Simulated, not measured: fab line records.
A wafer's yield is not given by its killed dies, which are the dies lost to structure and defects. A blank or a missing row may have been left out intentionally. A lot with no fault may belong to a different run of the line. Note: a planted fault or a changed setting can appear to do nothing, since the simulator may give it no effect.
Chamber matching	flow nand harc	NHARC_P_M0_ETCH_34 on rie diel-02: 4 sister chambers
The step etches the open film in N2/H2, target depth 40 nm, overetch 12 nm, time 43.94 s. 4 wafers are shown with their chamber, then 8 later ones without.

EACH WAFER AND ITS CHAMBER
wafer	chamber	showerhead plenum p Torr (Torr)
L075.1	1	2.07
L088.3	0	2.12
L089.5	2	2.07
L090.2	3	2.12

WAFERS MISSING THEIR CHAMBER
wafer	showerhead plenum p Torr (Torr)
L090.3	2.06
L090.6	2.05
L092.3	2.12
L092.4	2.06
L092.5	2.12
L095.2	2.06
L095.4	2.11
L095.5	2.06

WHICH CHAMBER EACH WENT THROUGH
wafer	from the rows above	in truth
L090.3	can't be placed: 1 or 2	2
L090.6	can't be placed: 1 or 2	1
L092.3	can't be placed: 0 or 3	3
L092.4	can't be placed: 1 or 2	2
L092.5	can't be placed: 0 or 3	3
L095.2	can't be placed: 1 or 2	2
L095.4	can't be placed: 0 or 3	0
L095.5	can't be placed: 1 or 2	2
0 of 8 placed correctly. Unplaceable from these rows: 8, with the true chamber sitting among the candidates in 8. Wrongly placed: 0.
How it was worked out, from the rows above alone: a wafer's distance from a chamber is the root of the sum, over the readings, of the square of ((its reading less the chamber's mean) divided by the reading's scatter). If the next closest chamber is less than 2 further off than the closest, the wafer can't be placed; otherwise it belongs to the closest. For every chamber, the mean is computed from those of its wafers that are shown. The scatter: with one shown wafer a chamber, the root of the mean of the squares of how far each hidden wafer lies from its nearest shown one.
